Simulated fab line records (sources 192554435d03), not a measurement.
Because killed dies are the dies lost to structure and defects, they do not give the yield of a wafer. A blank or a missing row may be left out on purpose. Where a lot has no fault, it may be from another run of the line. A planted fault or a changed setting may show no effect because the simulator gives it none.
Which tool is to blame? | flow n5-finfet | Sampling: 11 lots, 30 wafers, 6 of 1938 route steps

## WHAT THE GAUGES SHOWED, per wafer
N5_BEOL_M4_RC_MEAS_101.
lot  | measured     | on        | DIBL_N (mV/V)  | DIBL_P (mV/V)  | IOFF_N (nA/um) | IOFF_P (nA/um) | ION_N (uA/um) | ION_P (uA/um) | SS_N (mV/dec)  | SS_P (mV/dec)  | VT_N (mV)   | VT_P (mV)
L667 | day 8 02:03  | prober-01 | 38.1 35.5 38.4 | 37.9 34.4 37.7 | 0.19 0.13 0.19 | 0.25 0.20 0.25 | 676 668 679   | 471 460 465   | 71.6 71.4 72.1 | 73.4 72.3 73.3 | 248 254 250 | -247 -250 -248
L668 | day 8 02:15  | prober-02 | 39.1 36.4 38.4 | 38.0 34.9 36.1 | 0.19 0.14 0.16 | 0.24 0.20 0.22 | 673 675 668   | 463 468 461   | 72.1 71.3 72.4 | 74.4 73.4 73.8 | 250 251 248 | -250 -251 -249
L669 | day 8 23:04  | prober-02 | 33.6 35.1 34.7 | 34.6 36.4 36.5 | 0.13 0.16 0.15 | 0.19 0.22 0.22 | 662 683 676   | 461 468 475   | 71.1 71.5 71.6 | 73.4 74.3 73.2 | 254 251 252 | -249 -245 -249
L670 | day 8 19:58  | prober-02 | 38.1 35.6 35.8 | 37.6 34.7 34.2 | 0.21 0.15 0.16 | 0.31 0.24 0.24 | 687 673 680   | 479 473 473   | 72.3 71.4 70.9 | 74.1 73.8 73.1 | 246 248 247 | -240 -245 -246
L671 | day 8 22:40  | prober-01 | 36.9 37.0 34.1 | 36.5 37.8 34.2 | 0.16 0.17 0.12 | 0.24 0.28 0.20 | 675 681 673   | 468 473 469   | 72.0 72.5 70.9 | 73.9 74.3 72.2 | 249 250 253 | -244 -245 -248
L672 | day 9 00:59  | prober-01 | 40.9 38.7 39.4 | 38.9 35.7 37.6 | 0.24 0.19 0.19 | 0.29 0.22 0.25 | 696 677 678   | 474 460 463   | 72.2 71.5 71.9 | 73.9 72.8 73.9 | 242 246 248 | -246 -248 -248
L680 | day 11 03:08 | prober-01 | 37.9 37.2      | 37.9 36.3      | 0.20 0.18      | 0.28 0.24      | 696 676       | 480 460       | 71.8 71.7      | 73.4 73.3      | 245 248     | -246 -246
L681 | day 11 06:43 | prober-02 | 37.7 37.1      | 38.8 35.7      | 0.21 0.19      | 0.26 0.21      | 691 663       | 469 458       | 72.6 72.6      | 73.4 73.1      | 245 248     | -247 -251
L684 | day 12 01:38 | prober-02 | 38.1 37.3 37.4 | 37.8 37.4 37.3 | 0.16 0.18 0.16 | 0.21 0.22 0.21 | 685 687 676   | 469 471 470   | 71.9 72.5 72.7 | 73.6 73.9 72.8 | 250 247 251 | -252 -251 -251
L685 | day 12 16:45 | prober-01 | 38.3 40.2 40.9 | 37.5 38.8 40.6 | 0.19 0.24 0.25 | 0.26 0.30 0.33 | 698 688 693   | 484 465 476   | 71.2 72.5 72.6 | 74.0 74.3 73.9 | 245 244 244 | -244 -245 -244
L689 | day 13 06:49 | prober-01 | 36.3 32.8      | 37.3 33.6      | 0.19 0.13      | 0.26 0.20      | 689 652       | 471 457       | 72.2 71.2      | 73.4 71.7      | 246 253     | -245 -250

## EACH LOT AND THE TOOL THAT RAN IT (in order: tool; ch and the chambers of the sampled wafers; start)
lot  | N5_BEOL_M0_ANNEAL_117        | N5_BEOL_M0_SPUTTER_132       | N5_BEOL_M0_ECD_118             | N5_BEOL_M0_ANNEAL_119            | N5_BEOL_M0_CMP_120
L667 | pvd-sputter-03, day 5 20:12  | pvd-sputter-03, day 5 20:14  | ecd-cu-01 ch 0, day 5 20:36    | rtp-anneal-01 ch 0, day 5 20:50  | cmp-04 ch 1,2,3, day 5 21:08
L668 | pvd-sputter-01, day 6 07:48  | pvd-sputter-01, day 6 07:50  | ecd-cu-02 ch 0, day 6 08:12    | rtp-anneal-01 ch 0, day 6 08:17  | cmp-03 ch 0,1,3, day 6 08:46
L669 | pvd-sputter-02, day 6 11:49  | pvd-sputter-02, day 6 11:52  | ecd-cu-02 ch 0,1, day 6 12:14  | rtp-anneal-01 ch 0, day 6 12:18  | cmp-03 ch 0,1,2, day 6 12:43
L670 | pvd-sputter-02, day 6 12:34  | pvd-sputter-02, day 6 12:36  | ecd-cu-01 ch 0,1, day 6 12:57  | rtp-anneal-02 ch 0, day 6 13:05  | cmp-04 ch 0,1,2, day 6 13:20
L671 | pvd-sputter-02, day 6 23:25  | pvd-sputter-02, day 6 23:28  | ecd-cu-01 ch 0,1, day 6 23:49  | rtp-anneal-02 ch 0, day 6 23:56  | cmp-03 ch 1,3, day 7 00:14
L672 | pvd-sputter-03, day 7 04:00  | pvd-sputter-03, day 7 04:02  | ecd-cu-01 ch 1, day 7 04:23    | rtp-anneal-01 ch 0, day 7 04:44  | cmp-01 ch 0,1, day 7 05:02
L680 | pvd-sputter-01, day 9 07:35  | pvd-sputter-01, day 9 07:39  | ecd-cu-01 ch 0,1, day 9 08:01  | rtp-anneal-02 ch 0, day 9 08:14  | cmp-04 ch 0,3, day 9 08:31
L681 | pvd-sputter-03, day 9 12:57  | pvd-sputter-03, day 9 13:01  | ecd-cu-01 ch 0,1, day 9 13:22  | rtp-anneal-02 ch 0, day 9 13:35  | cmp-03 ch 2,3, day 9 13:51
L684 | pvd-sputter-02, day 10 05:14 | pvd-sputter-02, day 10 05:16 | ecd-cu-02 ch 0,1, day 10 05:38 | rtp-anneal-02 ch 0, day 10 05:42 | cmp-03 ch 0,1,2, day 10 06:02
L685 | pvd-sputter-03, day 10 12:07 | pvd-sputter-03, day 10 12:09 | ecd-cu-02 ch 0,1, day 10 12:31 | rtp-anneal-02 ch 0, day 10 12:35 | cmp-03 ch 0,1,2, day 10 12:53
L689 | pvd-sputter-02, day 11 06:28 | pvd-sputter-02, day 11 06:30 | ecd-cu-02 ch 0, day 11 06:52   | rtp-anneal-02 ch 0, day 11 06:56 | cmp-01 ch 1,3, day 11 07:19
- N5_BEOL_M0_ANNEAL_117: time 60 s.
- N5_BEOL_M0_SPUTTER_132: material Cu, target thk 4 nm, time 7.37 s.
- N5_BEOL_M0_ECD_118: material Cu, target thk 300 nm.
- N5_BEOL_M0_ANNEAL_119: time 90 s.
- N5_BEOL_M0_CMP_120: polishes, stops on SiOC, t overpolish 6.9 s.

## AS READ BY THE TOOLS THEMSELVES (means over the sampled wafers that have a number; for cases with no such wafer, the mark the record gives instead)
N5_BEOL_M0_ANNEAL_117.
lot  | tool           | heater-power-w (W)
L667 | pvd-sputter-03 | 864
L668 | pvd-sputter-01 | 743
L669 | pvd-sputter-02 | 887
L670 | pvd-sputter-02 | 935
L671 | pvd-sputter-02 | 904
L672 | pvd-sputter-03 | 796
L680 | pvd-sputter-01 | 888
L681 | pvd-sputter-03 | 899
L684 | pvd-sputter-02 | 925
L685 | pvd-sputter-03 | 865
L689 | pvd-sputter-02 | 913

N5_BEOL_M0_SPUTTER_132.
lot  | tool           | throttle-valve-pct (%)
L667 | pvd-sputter-03 | 31.0
L668 | pvd-sputter-01 | 29.1
L669 | pvd-sputter-02 | 30.4
L670 | pvd-sputter-02 | 29.0
L671 | pvd-sputter-02 | 30.4
L672 | pvd-sputter-03 | 29.8
L680 | pvd-sputter-01 | 29.2
L681 | pvd-sputter-03 | 30.5
L684 | pvd-sputter-02 | 28.7
L685 | pvd-sputter-03 | 30.9
L689 | pvd-sputter-02 | 31.1

N5_BEOL_M0_ANNEAL_119.
lot  | tool          | wafer_temp_C_max
L667 | rtp-anneal-01 | 225.43
L668 | rtp-anneal-01 | 225.61
L669 | rtp-anneal-01 | 225.90
L670 | rtp-anneal-02 | 225.60
L671 | rtp-anneal-02 | 226.00
L672 | rtp-anneal-01 | 225.66
L680 | rtp-anneal-02 | 225.99
L681 | rtp-anneal-02 | 226.39
L684 | rtp-anneal-02 | 226.03
L685 | rtp-anneal-02 | 225.97
L689 | rtp-anneal-02 | 225.72

N5_BEOL_M0_CMP_120.
lot  | tool   | head-pressure-psi (psi) | motor-current-A (A) | pad-life-wafers | time-to-endpoint-s (s)
L667 | cmp-04 | 0.9990                  | 5.7                 | 566             | 67
L668 | cmp-03 | 1.0009                  | 6.4                 | 1664            | 63
L669 | cmp-03 | 1.0003                  | 6.0                 | 1694            | 63
L670 | cmp-04 | 0.9980                  | 5.5                 | 673             | 67
L671 | cmp-03 | 0.9986                  | 6.7                 | 1778            | 61
L672 | cmp-01 | 0.9988                  | 6.0                 | 1490            | 70
L680 | cmp-04 | 1.0015                  | 5.8                 | -               | 51
L681 | cmp-03 | 1.0013                  | 6.4                 | -               | 44
L684 | cmp-03 | 1.0004                  | 6.1                 | 320             | 65
L685 | cmp-03 | 0.9989                  | 6.0                 | 361             | 61
L689 | cmp-01 | 0.9995                  | 5.7                 | 296             | 63

## THE ANSWER, worked out from the rows above alone
Rule: the usual values come from the lots themselves. Put in order of their means at a reading, lots are off if they are a third of the lots or fewer, leave a main group of 4 or more, and stand apart from it by a gap of 3 or more times the standard deviation of the main group's means; of several such gaps the widest counts. A main group is skipped when, at the precision printed for the reading in the tables above, its means are all equal. Also off: a lot with no number at a reading for which 4 or more lots have one. The other lots that the step has rows for count as sound. First the gauges in route order, then the tools' own readings, where a lot's mean is used as printed above. At the first step where some lot is off, the reading lying furthest off is the one used; lots without a number count as furthest.
Off: L680, L681 (N5_BEOL_M0_CMP_120, pad-life-wafers). Without a number there: L680, L681. Main group: mean 982, sd 6.2e+02.
A tool fits if, at that step or a process step before it, it ran every lot that is off, and no sound lot after the first of them. One candidate fits, namely ecd-cu-01 at N5_BEOL_M0_ECD_118. A fault onset in the window from L672 (day 7 04:23, its last sound lot) to L680 (day 9 08:01, its first lot off) fits.

## WHAT WAS PUT IN BY THE SIMULATOR
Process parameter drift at N5_BEOL_M0_ECD_118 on ecd-cu-01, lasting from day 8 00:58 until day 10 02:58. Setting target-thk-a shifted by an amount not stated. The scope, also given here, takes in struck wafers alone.
Lots struck among those shown: L680, L681. Same finding as the rule above.
